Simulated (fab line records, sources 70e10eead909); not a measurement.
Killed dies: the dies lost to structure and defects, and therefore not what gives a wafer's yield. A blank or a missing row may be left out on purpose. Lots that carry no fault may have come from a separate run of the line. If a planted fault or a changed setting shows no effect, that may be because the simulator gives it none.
Chamber matching    flow nand-harc    cmp-04 running NHARC_P_CONTACT_CMP_24: 4 sister chambers
The step polishes, t overpolish 30 s, target thk 200 nm. 4 wafers are shown with their chamber, then 8 later ones without.

== WAFERS PAIRED WITH THEIR CHAMBERS ==
wafer   chamber  motor-current-A (A)
L271.2  1        12.2
L274.2  3        14.2
L274.3  2        9.9
L278.1  0        11.6

== WAFERS WITHOUT THEIR CHAMBER ==
wafer   motor-current-A (A)
L278.5  14.0
L278.6  10.9
L281.4  9.6
L281.5  9.9
L281.6  14.8
L282.2  11.6
L282.4  12.5
L282.5  10.4

== WHICH CHAMBER EACH WENT THROUGH ==
wafer   from the rows above           in truth
L278.5  3                             3
L278.6  can't be placed: 0 or 2 or 1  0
L281.4  2                             2
L281.5  2                             2
L281.6  3                             3
L282.2  can't be placed: 0 or 1       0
L282.4  can't be placed: 1 or 0       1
L282.5  can't be placed: 2 or 0       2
4 of 8 placed correctly. From these rows, 4 cannot be placed; in 4 the true chamber is one of the candidates. Placed wrongly: 0.
How it was worked out, from the rows above alone: a wafer's distance from a chamber is the root of the sum, over the readings, of the square of ((its reading less the chamber's mean) divided by the reading's scatter). The wafer belongs to the nearest chamber; if the next one is less than 2 further off, it can't be placed. Each chamber's mean is taken over the wafers shown for it. The scatter: with one shown wafer a chamber, the root of the mean of the squares of how far each hidden wafer lies from its nearest shown one.
